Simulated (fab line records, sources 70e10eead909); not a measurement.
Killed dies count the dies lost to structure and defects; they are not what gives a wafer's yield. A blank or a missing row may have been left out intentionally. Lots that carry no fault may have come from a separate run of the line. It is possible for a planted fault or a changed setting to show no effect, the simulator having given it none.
fab line records	flow nand_harc
[record] lots = 12	wafers = 36	last_day = 33
route steps=1302 shown A_DECK1_JOINT@528 A_ONON_D2@560 A_CHANNEL_HOLE_D2@570 END@1302
lots with no fault: from the same line, run without faults
start_h: start of the lot's first displayed wafer, in hours after the record's first day	wait_h: time in hours since the lot's previous step	" as in the row above	L1.1+2: a single row standing in for several wafers	- no value, or no start given	* or withheld: withheld	< > ~ a bound
route shown NAME@n: NAME is a module with steps in the file, n the number in the route of the first one	usual: mean and standard deviation over wafers with no fault	same: alike in all rows	chamber/n: place in a boat	sites: the reading at each site	_std_site: standard deviation across them	_edge_site: mean of outer sites minus mean of inner sites	radius_mm: how far each site lies from the wafer's centre	mask NAME#n: copy n	behind: tool/chamber where the wafer was last shaped	hold: why the lot went on hold/how many hours it stayed there/how the hold came to an end	device: whichever transistor did not switch (one of n, p or np)	end of line: at the end of the route, the tests of the same wafers	step lacking rows: just its recipe	killed: count of dies lost to structure and defects at first sort (not the wafer's yield)	map: the dies of a wafer, with x for killed, . for not killed, _ for no die there
set.NAME: the run value of the setting; set.NAME@STEP: its run value at that earlier step	model.NAME: the simulator's own value behind a step, which no gauge read
one table for each step of the route and one row for each wafer, over a sample of lots
services: a tool's chamber out of use, with start hour (start_h, from the record's first day; less than 0 if before it), hours out, and reason
[[steps]]
[step NHARC_A_DECK1_JOINT_THK_MEAS_14]
[recipe] thk_meas_gauge = ellipsometry
[usual] thk_nm = 50.7/1.3
lot.wafer	tool	chamber	start_h	wait_h	thk_nm
L482.2	film_metro-02	-	254.79	0.2	49.8
L482.3	"	-	"	"	52.4
L482.6	"	-	"	"	51.7
L490.2	film_metro-02	-	331.85	0.2	51.0
L490.4	"	-	"	"	50.3
L490.6	"	-	"	"	49.8
L491.1	film_metro-01	-	338.04	0.2	54.8
L491.2	"	-	"	"	51.6
L491.6	"	-	"	"	53.2
L492.4	film_metro-02	-	349.08	0.2	51.5
L492.5	"	-	"	"	49.6
L492.6	"	-	"	"	50.0
L493.2	film_metro-02	-	357.99	0.2	48.7
L493.5	"	-	"	"	51.5
L493.6	"	-	"	"	49.9
L497.1	film_metro-01	-	392.56	0.2	48.0
L497.2	"	-	"	"	50.9
L497.5	"	-	"	"	50.0
L499.1	film_metro-01	-	424.21	0.2	50.8
L499.3	"	-	"	"	51.7
L499.6	"	-	"	"	50.0
L501.1	film_metro-01	-	438.53	0.2	50.2
L501.2	"	-	"	"	51.7
L501.6	"	-	"	"	50.3
L500.1	film_metro-02	-	438.53	0.2	52.1
L500.4	"	-	"	"	49.9
L500.6	"	-	"	"	48.8
L502.1	film_metro-01	-	450.91	0.2	49.6
L502.2	"	-	"	"	50.1
L502.6	"	-	"	"	49.6
L503.2	film_metro-02	-	464.18	0.2	50.3
L503.4	"	-	"	"	49.8
L503.5	"	-	"	"	48.0
L504.2	film_metro-01	-	471.45	0.2	48.6
L504.3	"	-	"	"	48.7
L504.4	"	-	"	"	50.8
[step NHARC_A_DECK1_JOINT_ETCHBACK_00]
[recipe] target_depth_a = 300	time_s = 17.4	hbr_flow_sccm = 150	rf_w = 350	icp_w = 350	bias_w = 60	chemistry = HBr
[usual] chamber_pressure_mTorr = 14.999/0.014	drypump_motor_current_A = 5.8/0.36	oes_product_au = 1.001/0.0076	throttle_valve_pct = 23.266/0.009
lot.wafer	tool	chamber	start_h	wait_h	chamber_pressure_mTorr	drypump_motor_current_A	oes_product_au	rf_hours_counter_h	throttle_valve_pct
L482.3	rie_si-02	0	254.95	0.1	15.008	5.7	0.996	0.9	23.258
L482.2	"	2	"	"	15.022	5.7	0.997	0.8	23.263
L482.6	"	0	"	"	14.989	5.7	0.996	-	23.273
L490.2	rie_si-03	3	331.98	0.1	15.001	5.5	1.002	0.7	23.288
L490.4	"	2	"	"	15.014	6.1	1.006	0.7	23.275
L490.6	"	3	"	"	14.994	5.6	0.995	-	23.255
L491.2	rie_si-02	2	338.18	0.1	15.005	5.7	1.006	0.3	23.267
L491.1	"	3	"	"	14.981	6.0	1.005	0.2	23.260
L491.6	"	2	"	"	15.001	5.6	0.995	-	23.265
L492.4	rie_si-03	2	349.26	0.1	14.988	6.2	1.011	-	23.273
L492.6	"	0	"	"	14.986	5.7	1.012	-	23.274
L492.5	"	1	"	"	14.999	5.4	1.014	-	23.261
L493.2	rie_si-06	3	358.16	0.1	15.016	5.7	1.006	0.6	23.272
L493.5	"	1	"	"	14.986	6.2	1.007	-	23.274
L493.6	"	2	"	"	15.026	4.8	1.010	-	23.269
L497.1	rie_si-03	2	392.69	0.1	15.013	6.2	1.000	1.3	23.282
L497.2	"	1	"	"	15.018	5.4	1.006	1.3	23.254
L497.5	"	0	"	"	14.996	5.7	0.997	-	23.269
L499.1	rie_si-03	1	424.34	0.1	14.997	5.4	1.005	0.1	23.260
L499.3	"	0	"	"	15.011	5.7	1.007	0.1	23.269
L499.6	"	0	"	"	15.010	5.7	1.008	-	23.252
L501.2	rie_si-02	1	438.66	0.1	14.991	6.1	0.990	0.9	23.252
L501.1	"	0	"	"	14.982	5.7	0.998	0.9	23.275
L501.6	"	1	"	"	14.995	6.1	0.998	-	23.273
L500.1	rie_si-03	1	438.67	0.1	15.013	5.4	0.989	0.2	23.276
L500.4	"	0	"	"	14.995	5.7	0.996	-	23.274
L500.6	"	1	"	"	15.008	5.4	0.998	-	23.260
L502.1	rie_si-03	2	451.05	0.1	14.977	6.2	1.009	0.3	23.276
L502.2	"	1	"	"	15.015	5.4	1.002	0.3	23.267
L502.6	"	2	"	"	15.035	6.2	0.998	-	23.260
L503.2	rie_si-02	3	464.34	0.1	15.014	6.0	0.995	0	23.257
L503.4	"	0	"	"	14.993	5.7	1.006	0	23.268
L503.5	"	2	"	"	15.007	5.6	1.004	-	23.259
L504.3	rie_si-03	0	471.58	0.1	14.995	5.7	0.985	0.5	23.277
L504.2	"	2	"	"	14.991	6.2	1.006	0.5	23.254
L504.4	"	1	"	"	15.011	5.4	0.995	-	23.264
[step NHARC_A_ONON_D2_DEP_22]
[recipe] target_thk_a = 10000	n2_flow_sccm = 2750	n2o_flow_sccm = 2000	nh3_flow_sccm = 500	sih4_flow_sccm = 210	temp_c = 400
lot.wafer	tool	chamber	start_h	wait_h
L482.2+3+6	pecvd_onon-01	0	289.86	0.1
L490.2+4+6	pecvd_onon-04	0	365.54	0.1
L491.1+2+6	pecvd_onon-04	0	373.38	0.1
L492.4+5+6	pecvd_onon-04	0	385.83	0.2
L493.2+5+6	pecvd_onon-01	0	392.69	0.1
L497.1+2+5	pecvd_onon-03	0	429.88	0.1
L499.1+3+6	pecvd_onon-04	0	459.23	0.1
L501.1+2+6	pecvd_onon-03	0	474.89	0.1
L500.1+4+6	pecvd_onon-01	0	474.90	0.1
L502.1+2+6	pecvd_onon-01	0	484.19	0.1
L503.2+4+5	pecvd_onon-03	0	503.75	0.1
L504.2+3+4	pecvd_onon-04	0	510.79	0.1
[step NHARC_A_ONON_D2_THK_MEAS_24]
[recipe] thk_meas_gauge = ellipsometry
[usual] thk_nm = 996/7.6
lot.wafer	tool	chamber	start_h	wait_h	hold	thk_nm
L482.2	film_metro-02	-	290.30	-	-	996
L482.3	"	-	"	"	-	997
L482.6	"	-	"	"	-	997
L490.2	film_metro-01	-	366.00	-	await_dispo/0.2h/release	988
L490.4	"	-	"	"	await_dispo/0.2h/release	1058
L490.6	"	-	"	"	await_dispo/0.2h/release	1057
L490.2	film_metro-01	-	366.17	0.2	-	987
L490.4	"	-	"	"	-	1057
L490.6	"	-	"	"	-	1058
L491.1	film_metro-01	-	373.89	-	await_dispo/0.2h/release	987
L491.2	"	-	"	"	await_dispo/0.2h/release	987
L491.6	"	-	"	"	await_dispo/0.2h/release	1057
L491.1	film_metro-01	-	374.06	0.2	-	986
L491.2	"	-	"	"	-	986
L491.6	"	-	"	"	-	1057
L492.4	film_metro-01	-	386.17	-	await_dispo/0.2h/release	1075
L492.5	"	-	"	"	await_dispo/0.2h/release	1000
L492.6	"	-	"	"	await_dispo/0.2h/release	1073
L492.4	film_metro-01	-	386.34	0.2	-	1073
L492.5	"	-	"	"	-	1001
L492.6	"	-	"	"	-	1073
L493.2	film_metro-01	-	393.14	-	-	1000
L493.5	"	-	"	"	-	1000
L493.6	"	-	"	"	-	999
L497.1	film_metro-02	-	430.40	-	-	986
L497.2	"	-	"	"	-	987
L497.5	"	-	"	"	-	988
L499.1	film_metro-01	-	459.74	-	-	1005
L499.3	"	-	"	"	-	1005
L499.6	"	-	"	"	-	1003
L501.1	film_metro-01	-	475.40	-	-	999
L501.2	"	-	"	"	-	997
L501.6	"	-	"	"	-	998
L500.1	film_metro-02	-	475.40	-	-	993
L500.4	"	-	"	"	-	994
L500.6	"	-	"	"	-	993
L502.1	film_metro-01	-	484.71	-	-	992
L502.2	"	-	"	"	-	992
L502.6	"	-	"	"	-	992
L503.2	film_metro-02	-	504.20	-	-	1002
L503.4	"	-	"	"	-	1003
L503.5	"	-	"	"	-	1002
L504.2	film_metro-01	-	511.24	-	-	1005
L504.3	"	-	"	"	-	1002
L504.4	"	-	"	"	-	1003
[step NHARC_A_CHANNEL_HOLE_D2_DEP_00]
[recipe] target_thk_a = 31000	temp_c = 400	material = aC
[usual] throttle_valve_pct = 35.000/0.0091
lot.wafer	tool	chamber	start_h	wait_h	throttle_valve_pct
L482.2	acl_dep-02	0	294.47	2.5	35.004
L482.3	"	0	"	"	34.993
L482.6	"	0	"	"	35.002
L490.2	acl_dep-02	0	369.86	0.4	35.005
L490.4	"	0	"	"	34.979
L490.6	"	0	"	"	34.992
L491.1	acl_dep-01	0	383.44	3.0	35.010
L491.2	"	0	"	"	34.989
L491.6	"	0	385.03	4.6	35.005
L492.4	acl_dep-01	0	391.63	1.0	35.001
L492.5	"	0	"	"	34.998
L492.6	"	0	"	"	35.003
L493.2	acl_dep-03	0	397.20	2.4	34.995
L493.5	"	0	"	"	35.003
L493.6	"	0	"	"	34.992
L497.1	acl_dep-02	0	438.17	6.1	34.992
L497.2	"	0	"	"	34.997
L497.5	"	0	"	"	34.998
L499.1	acl_dep-01	0	463.25	1.8	34.994
L499.3	"	0	"	"	35.012
L499.6	"	0	"	"	35.006
L501.1	acl_dep-02	0	478.11	1.0	35.011
L501.2	"	0	"	"	35.007
L501.6	"	0	479.69	2.6	35.005
L500.1	acl_dep-03	0	478.79	1.7	34.994
L500.4	"	0	"	"	35.017
L500.6	"	0	"	"	34.999
L502.1	acl_dep-02	0	487.44	1.1	35.006
L502.2	"	0	"	"	34.990
L502.6	"	0	489.04	2.7	35.018
L503.2	acl_dep-01	0	506.30	0.4	34.978
L503.4	"	0	"	"	35.011
L503.5	"	0	"	"	35.006
L504.2	acl_dep-03	0	515.49	2.6	35.004
L504.3	"	0	"	"	35.008
L504.4	"	0	"	"	34.993
[step NHARC_END_SORT_01]
[recipe] temp_c = 25
[usual] killed_at_array = 61/22	killed_at_other = 0.8/1	killed_at_periphery = 3.8/2.3	killed_dies = 66/22	killed_open = 3.2/1.9	killed_short = 2.8/1.8
[same] gross_dies = 677
lot.wafer	tool	chamber	start_h	wait_h	killed_at_array	killed_at_other	killed_at_periphery	killed_dies	killed_open	killed_short
L482.2	prober-01	0	582.82	2.8	23	1	3	27	4	6
L482.3	prober-01	0	583.62	3.1	22	0	2	24	1	5
L482.6	prober-01	0	586.04	4.0	20	1	1	22	2	2
L490.2	prober-01	0	645.05	2.8	83	1	2	86	0	0
L490.4	prober-01	0	646.67	3.4	120	1	7	128	3	3
L490.6	prober-01	0	648.29	4.0	94	0	4	98	0	2
L491.1	prober-02	0	650.24	2.5	56	0	2	58	4	1
L491.2	prober-02	0	651.04	2.8	62	0	6	68	3	7
L491.6	prober-02	0	654.24	4.0	29	0	3	32	2	3
L492.4	prober-01	0	654.54	3.4	60	1	2	63	0	3
L492.5	prober-01	0	655.35	3.7	55	0	2	57	1	4
L492.6	prober-01	0	656.15	4.0	54	1	1	56	0	2
L493.2	prober-01	0	670.95	2.8	86	1	9	96	2	1
L493.5	prober-01	0	673.32	3.7	90	0	6	96	3	5
L493.6	prober-01	0	674.11	3.9	91	0	5	96	4	2
L497.1	prober-01	0	696.38	2.5	54	2	10	66	2	4
L497.2	prober-01	0	697.17	2.8	41	1	7	49	1	1
L497.5	prober-01	0	699.56	3.7	57	1	8	66	3	0
L500.1	prober-02	0	742.60	2.5	28	0	2	30	1	1
L500.4	prober-02	0	744.97	3.4	28	4	7	39	3	1
L500.6	prober-02	0	746.54	3.9	28	0	3	31	3	3
L499.1	prober-01	0	742.65	2.5	70	3	3	76	1	3
L499.3	prober-01	0	744.24	3.1	87	0	2	89	3	2
L499.6	prober-01	0	746.62	4.0	94	2	2	98	3	0
L501.1	prober-02	0	750.34	2.5	66	0	2	68	4	1
L501.2	prober-02	0	751.15	2.8	82	1	2	85	4	5
L501.6	prober-02	0	754.37	4.0	58	0	5	63	1	2
L502.1	prober-01	0	752.42	2.5	64	1	2	67	3	3
L502.2	prober-01	0	753.23	2.8	38	1	3	42	3	0
L502.6	prober-01	0	756.47	4.0	53	0	5	58	2	1
L503.2	prober-02	0	777.11	2.8	62	0	3	65	5	0
L503.4	prober-02	0	778.72	3.4	69	0	4	73	3	1
L503.5	prober-02	0	779.52	3.7	59	1	4	64	4	4
L504.2	prober-02	0	799.53	2.8	49	0	1	50	3	4
L504.3	prober-02	0	800.32	3.1	42	0	6	48	6	2
L504.4	prober-02	0	801.11	3.4	44	1	1	46	2	4
// killed by level:class
L482.2 A_CHANNEL_HOLE_D2:chamber_film_flake=5 A_STAIRCASE:chamber_film_flake=4 A_CHANNEL_FILL_D1:geometric_particle:short=2 A_CONTACT:chamber_film_flake=2 A_M1:chamber_film_flake=2 P_GATE:geometric_particle:short=1 P_M1:geometric_particle:open=1 A_ONON_D1:geometric_particle:open=1
L482.3 A_CHANNEL_HOLE_D2:chamber_film_flake=5 A_STAIRCASE:chamber_film_flake=4 A_CONTACT:chamber_film_flake=4 A_WL_FILL:chamber_film_flake=2 A_CHANNEL_FILL_D1:geometric_particle:short=1 A_DECK1_JOINT:geometric_particle:short=1 A_DECK1_JOINT:geometric_particle:open=1 A_ONON_D2:geometric_particle:short=1
L482.6 A_STAIRCASE:chamber_film_flake=5 A_CONTACT:chamber_film_flake=4 A_CHANNEL_HOLE_D1:chamber_film_flake=2 A_CHANNEL_HOLE_D2:chamber_film_flake=2 A_WL_FILL:chamber_film_flake=2 A_M1:chamber_film_flake=2 A_ONON_D1:geometric_particle:open=1 A_WL_FILL:geometric_particle:short=1
L490.2 A_CHANNEL_HOLE_D1:chamber_film_flake=37 A_CHANNEL_HOLE_D2:chamber_film_flake=19 A_SLIT:chamber_film_flake=18 A_STAIRCASE:chamber_film_flake=3 A_CHANNEL_FILL_D2:chamber_film_flake=2 A_CONTACT:chamber_film_flake=2 P_ZERO_WELL:chamber_film_flake=1 P_GATE:chamber_film_flake=1
L490.4 A_CHANNEL_HOLE_D2:chamber_film_flake=40 A_SLIT:chamber_film_flake=39 A_CHANNEL_HOLE_D1:chamber_film_flake=32 P_ZERO_WELL:chamber_film_flake=4 P_GATE:geometric_particle:short=1 A_ONON_D1:geometric_particle:short=1 A_CHANNEL_HOLE_D2:geometric_particle:short=1 A_CHANNEL_HOLE_D2:geometric_particle:open=1
L490.6 A_SLIT:chamber_film_flake=33 A_CHANNEL_HOLE_D2:chamber_film_flake=28 A_CHANNEL_HOLE_D1:chamber_film_flake=24 P_GATE:chamber_film_flake=2 P_M0:chamber_film_flake=2 A_DECK1_JOINT:chamber_film_flake=2 A_CONTACT:chamber_film_flake=2 A_BONDPAD:chamber_film_flake=2
L491.1 A_SLIT:chamber_film_flake=31 A_CHANNEL_HOLE_D2:chamber_film_flake=13 A_STAIRCASE:chamber_film_flake=4 A_WL_FILL:chamber_film_flake=2 P_M0:geometric_particle:open=1 A_CHANNEL_HOLE_D1:geometric_particle:short=1 A_SGD_CUT:geometric_particle:open=1 A_WL_FILL:geometric_particle:open=1
L491.2 A_SLIT:chamber_film_flake=36 A_CHANNEL_HOLE_D2:chamber_film_flake=11 A_CHANNEL_HOLE_D1:chamber_film_flake=3 A_CONTACT:chamber_film_flake=3 P_M0:geometric_particle:open=2 A_WL_FILL:geometric_particle:short=2 A_M0:geometric_particle:short=2 P_CONTACT:geometric_particle:open=1
L491.6 A_SLIT:chamber_film_flake=17 A_CHANNEL_HOLE_D2:chamber_film_flake=6 P_CONTACT:geometric_particle:open=1 A_CHANNEL_FILL_D1:geometric_particle:short=1 A_DECK1_JOINT:geometric_particle:short=1 A_WL_FILL:geometric_particle:short=1 A_M1:geometric_particle:open=1 P_STI:chamber_film_flake=1
L492.4 A_CHANNEL_HOLE_D1:chamber_film_flake=38 A_STAIRCASE:chamber_film_flake=8 A_CONTACT:chamber_film_flake=4 A_WL_FILL:geometric_particle:short=2 P_GATE:chamber_film_flake=2 A_CHANNEL_HOLE_D2:unspecified=2 A_CHANNEL_FILL_D2:chamber_film_flake=2 A_SLIT:chamber_film_flake=2
L492.5 A_CHANNEL_HOLE_D1:chamber_film_flake=30 A_STAIRCASE:chamber_film_flake=6 A_SLIT:chamber_film_flake=6 A_CHANNEL_HOLE_D2:unspecified=4 A_CHANNEL_HOLE_D2:geometric_particle:short=2 P_GATE:chamber_film_flake=2 A_CHANNEL_FILL_D2:chamber_film_flake=2 A_CHANNEL_HOLE_D1:geometric_particle:short=1
L492.6 A_CHANNEL_HOLE_D1:chamber_film_flake=33 A_STAIRCASE:chamber_film_flake=9 A_CHANNEL_HOLE_D2:unspecified=5 A_CHANNEL_FILL_D2:chamber_film_flake=3 A_SLIT:chamber_film_flake=2 A_CHANNEL_HOLE_D1:geometric_particle:short=1 A_SGD_CUT:geometric_particle:short=1 P_GATE:chamber_film_flake=1
L493.2 A_CHANNEL_HOLE_D1:chamber_film_flake=35 A_SLIT:chamber_film_flake=29 A_CHANNEL_HOLE_D2:chamber_film_flake=15 P_CONTACT:chamber_film_flake=8 A_WL_FILL:geometric_particle:open=1 A_CONTACT:geometric_particle:open=1 A_M0:geometric_particle:short=1 P_ZERO_WELL:chamber_film_flake=1
L493.5 A_CHANNEL_HOLE_D1:chamber_film_flake=39 A_SLIT:chamber_film_flake=33 A_CHANNEL_HOLE_D2:chamber_film_flake=8 P_CONTACT:chamber_film_flake=4 A_ONON_D2:geometric_particle:short=3 P_CONTACT:geometric_particle:open=2 A_CHANNEL_FILL_D1:chamber_film_flake=2 A_CHANNEL_FILL_D1:geometric_particle:open=1
L493.6 A_CHANNEL_HOLE_D1:chamber_film_flake=41 A_SLIT:chamber_film_flake=22 A_CHANNEL_HOLE_D2:chamber_film_flake=21 P_CONTACT:chamber_film_flake=3 A_ZERO_WELL:chamber_film_flake=2 P_CONTACT:geometric_particle:open=1 P_M0:geometric_particle:open=1 A_ONON_D1:geometric_particle:short=1
L497.1 A_CHANNEL_HOLE_D1:chamber_film_flake=38 P_CONTACT:chamber_film_flake=5 A_SLIT:chamber_film_flake=4 A_WL_FILL:chamber_film_flake=3 P_GATE:chamber_film_flake=2 A_ONON_D1:geometric_particle:short=2 A_STAIRCASE:chamber_film_flake=2 THIN_TSV:chamber_film_flake=2
L497.2 A_CHANNEL_HOLE_D1:chamber_film_flake=31 P_CONTACT:chamber_film_flake=3 A_WL_FILL:chamber_film_flake=3 P_ZERO_WELL:chamber_film_flake=2 A_SLIT:chamber_film_flake=2 A_BLC:chamber_film_flake=2 A_ONON_D1:geometric_particle:short=1 A_ONON_D2:geometric_particle:open=1
L497.5 A_CHANNEL_HOLE_D1:chamber_film_flake=44 A_BLC:chamber_film_flake=4 A_SLIT:chamber_film_flake=3 P_ZERO_WELL:chamber_film_flake=2 P_GATE:chamber_film_flake=2 P_CONTACT:chamber_film_flake=2 A_CONTACT:chamber_film_flake=2 P_GATE:geometric_particle:open=1
L500.1 A_CHANNEL_HOLE_D1:chamber_film_flake=10 A_CONTACT:chamber_film_flake=9 A_SLIT:chamber_film_flake=5 P_M2:chamber_film_flake=2 A_CHANNEL_HOLE_D1:geometric_particle:open=1 A_SGD_CUT:geometric_particle:short=1 A_STAIRCASE:chamber_film_flake=1 A_WL_FILL:chamber_film_flake=1
L499.1 A_CHANNEL_HOLE_D1:chamber_film_flake=34 A_SLIT:chamber_film_flake=12 A_CHANNEL_HOLE_D2:chamber_film_flake=11 A_CONTACT:chamber_film_flake=6 A_WL_FILL:chamber_film_flake=3 P_ZERO_WELL:chamber_film_flake=2 THIN_TSV:chamber_film_flake=2 P_M0:geometric_particle:open=1
L499.3 A_SLIT:chamber_film_flake=29 A_CHANNEL_HOLE_D1:chamber_film_flake=27 A_CHANNEL_HOLE_D2:chamber_film_flake=14 A_STAIRCASE:chamber_film_flake=6 A_CONTACT:chamber_film_flake=5 P_CONTACT:geometric_particle:open=1 A_CHANNEL_FILL_D1:geometric_particle:short=1 A_CHANNEL_FILL_D2:geometric_particle:open=1
L500.4 A_CONTACT:chamber_film_flake=10 A_CHANNEL_HOLE_D1:chamber_film_flake=8 A_SLIT:chamber_film_flake=8 THIN_TSV:chamber_film_flake=4 P_M2:chamber_film_flake=3 P_CONTACT:geometric_particle:open=2 P_M0:geometric_particle:short=1 A_CONTACT:geometric_particle:open=1
L500.6 A_CHANNEL_HOLE_D1:chamber_film_flake=8 A_CONTACT:chamber_film_flake=7 A_SLIT:chamber_film_flake=4 P_M2:chamber_film_flake=3 A_CHANNEL_FILL_D2:geometric_particle:short=2 A_M0:geometric_particle:open=2 A_ONON_D1:geometric_particle:short=1 A_CHANNEL_FILL_D2:geometric_particle:open=1
L499.6 A_CHANNEL_HOLE_D1:chamber_film_flake=37 A_SLIT:chamber_film_flake=24 A_CHANNEL_HOLE_D2:chamber_film_flake=21 A_CONTACT:chamber_film_flake=4 A_STAIRCASE:chamber_film_flake=2 A_WL_FILL:chamber_film_flake=2 THIN_TSV:chamber_film_flake=2 P_CONTACT:geometric_particle:open=1
L501.1 A_CHANNEL_HOLE_D1:chamber_film_flake=32 A_CHANNEL_HOLE_D2:chamber_film_flake=17 A_SLIT:chamber_film_flake=4 A_WL_FILL:chamber_film_flake=4 A_STAIRCASE:chamber_film_flake=3 P_ZERO_WELL:chamber_film_flake=2 A_ONON_D1:geometric_particle:open=1 A_DECK1_JOINT:geometric_particle:short=1
L501.2 A_CHANNEL_HOLE_D1:chamber_film_flake=31 A_CHANNEL_HOLE_D2:chamber_film_flake=28 A_SLIT:chamber_film_flake=8 A_STAIRCASE:chamber_film_flake=4 A_CHANNEL_FILL_D1:geometric_particle:short=3 P_ZERO_WELL:chamber_film_flake=2 A_WL_FILL:chamber_film_flake=2 A_CHANNEL_FILL_D1:geometric_particle:open=1
L502.1 A_CHANNEL_HOLE_D2:chamber_film_flake=23 A_SLIT:chamber_film_flake=22 A_CHANNEL_HOLE_D1:chamber_film_flake=7 P_GATE:geometric_particle:open=2 A_ONON_D2:geometric_particle:short=2 A_CHANNEL_FILL_D1:chamber_film_flake=2 A_STAIRCASE:chamber_film_flake=2 A_CONTACT:chamber_film_flake=2
L502.2 A_CHANNEL_HOLE_D2:chamber_film_flake=14 A_SLIT:chamber_film_flake=10 A_CHANNEL_HOLE_D1:chamber_film_flake=4 A_CONTACT:chamber_film_flake=4 A_WL_FILL:chamber_film_flake=2 P_M0:geometric_particle:open=1 P_M2:geometric_particle:open=1 A_CHANNEL_HOLE_D1:geometric_particle:open=1
L501.6 A_CHANNEL_HOLE_D1:chamber_film_flake=29 A_CHANNEL_HOLE_D2:chamber_film_flake=17 A_STAIRCASE:chamber_film_flake=3 A_SLIT:chamber_film_flake=3 P_STI:chamber_film_flake=2 A_CONTACT:chamber_film_flake=2 P_STI:geometric_particle:short=1 P_CONTACT:geometric_particle:open=1
L502.6 A_SLIT:chamber_film_flake=20 A_CHANNEL_HOLE_D2:chamber_film_flake=15 A_CHANNEL_HOLE_D1:chamber_film_flake=10 A_CONTACT:chamber_film_flake=5 P_GATE:geometric_particle:open=1 A_SOURCE_PLATE:geometric_particle:open=1 A_CHANNEL_FILL_D2:geometric_particle:short=1 P_ZERO_WELL:chamber_film_flake=1
L503.2 A_SLIT:chamber_film_flake=31 A_CHANNEL_HOLE_D1:chamber_film_flake=11 A_CONTACT:chamber_film_flake=8 A_CHANNEL_FILL_D2:chamber_film_flake=3 A_STAIRCASE:chamber_film_flake=2 P_M1:chamber_film_flake=2 P_GATE:geometric_particle:open=1 A_CHANNEL_HOLE_D1:geometric_particle:open=1
L503.4 A_SLIT:chamber_film_flake=35 A_CONTACT:chamber_film_flake=13 A_CHANNEL_HOLE_D1:chamber_film_flake=12 A_DECK1_JOINT:chamber_film_flake=3 P_GATE:chamber_film_flake=2 P_M1:chamber_film_flake=2 A_SOURCE_PLATE:geometric_particle:open=1 A_CHANNEL_FILL_D1:geometric_particle:open=1
L503.5 A_CHANNEL_HOLE_D1:chamber_film_flake=22 A_SLIT:chamber_film_flake=19 A_CONTACT:chamber_film_flake=7 A_WL_FILL:geometric_particle:short=3 P_GATE:geometric_particle:short=1 A_SOURCE_PLATE:geometric_particle:open=1 A_WL_FILL:geometric_particle:open=1 A_BLC:geometric_particle:open=1
L504.2 A_SLIT:chamber_film_flake=17 A_CHANNEL_HOLE_D1:chamber_film_flake=14 A_CONTACT:chamber_film_flake=5 A_SGD_CUT:chamber_film_flake=4 A_DECK1_JOINT:geometric_particle:short=2 P_CONTACT:geometric_particle:open=1 A_CHANNEL_FILL_D1:geometric_particle:open=1 A_ONON_D2:geometric_particle:short=1
L504.3 A_SLIT:chamber_film_flake=17 A_CHANNEL_HOLE_D1:chamber_film_flake=11 P_STI:chamber_film_flake=3 A_SGD_CUT:chamber_film_flake=3 A_CHANNEL_FILL_D1:geometric_particle:open=2 A_CONTACT:chamber_film_flake=2 P_CONTACT:geometric_particle:open=1 P_M2:geometric_particle:short=1
L504.4 A_SLIT:chamber_film_flake=22 A_CHANNEL_HOLE_D1:chamber_film_flake=14 A_CONTACT:chamber_film_flake=3 P_M1:geometric_particle:open=1 A_ONON_D1:geometric_particle:short=1 A_CHANNEL_FILL_D1:geometric_particle:short=1 A_CHANNEL_FILL_D2:geometric_particle:short=1 A_CHANNEL_FILL_D2:geometric_particle:open=1
[[services]]
tool	chamber	start_h	hours	kind
acl_dep-02	-	243.27	13.0	pm
rie_si-06	-	249.00	9.0	pm
rie_si-02	1	261.98	5.7	repair
pecvd_onon-01	-	269.24	13.0	pm
rie_si-02	-	277.00	9.0	pm
acl_dep-03	-	300.46	13.0	pm
pecvd_onon-04	-	311.00	13.0	pm
rie_si-03	2	316.76	12.2	repair
rie_si-03	3	339.32	145.2	repair
rie_si-06	2	366.39	16.3	repair
rie_si-02	1	367.97	6.1	repair
rie_si-06	1	370.06	1.7	repair
acl_dep-01	-	370.44	13.0	pm
rie_si-03	-	398.00	9.0	pm
rie_si-02	1	405.09	3.3	repair
pecvd_onon-03	-	408.00	13.0	pm
acl_dep-02	-	425.17	13.0	pm
rie_si-06	-	426.00	9.0	pm
rie_si-03	-	432.92	0.3	repair
rie_si-03	0	448.50	4.3	repair
pecvd_onon-01	-	450.24	13.0	pm
rie_si-02	-	454.00	9.0	pm
acl_dep-03	-	482.58	13.0	pm
pecvd_onon-04	-	492.00	13.0	pm
[[key]]
[first_sign] step = NHARC_A_ONON_D2_THK_MEAS_24	reading = visit	direction = added
[effect] step = NHARC_A_ONON_D2_THK_MEAS_24	reading = thk_nm	direction = up	sigmas = 9	usual = 996	struck = 1064
met_at NHARC_A_ONON_D2_DEP_22
struck_lots L490,L491,L492
struck_wafers L490.4,L490.6,L491.6,L492.4,L492.6
tester_left_out L490,L491,L492
not_acting_at NHARC_A_DECK1_JOINT_THK_MEAS_14,NHARC_A_DECK1_JOINT_ETCHBACK_00,NHARC_A_CHANNEL_HOLE_D2_DEP_00
[fault] kind = process_parameter_drift	tool = pecvd_onon-04	chamber = -	onset_h = 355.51	steps = NHARC_A_ONON_D2_DEP_22	channel = target_thk_a	offset = *	shape = step	end_h = 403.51	scope = struck_wafers_only	acts_in = *	stated = *
// tester_left_out: of these lots the tester's yield and bins aren't shown, on N5 and GAA mostly nor the transistor test; their killed dies are dies lost to structure and defects alone, not to doping, threshold or leakage, so they don't give the yield
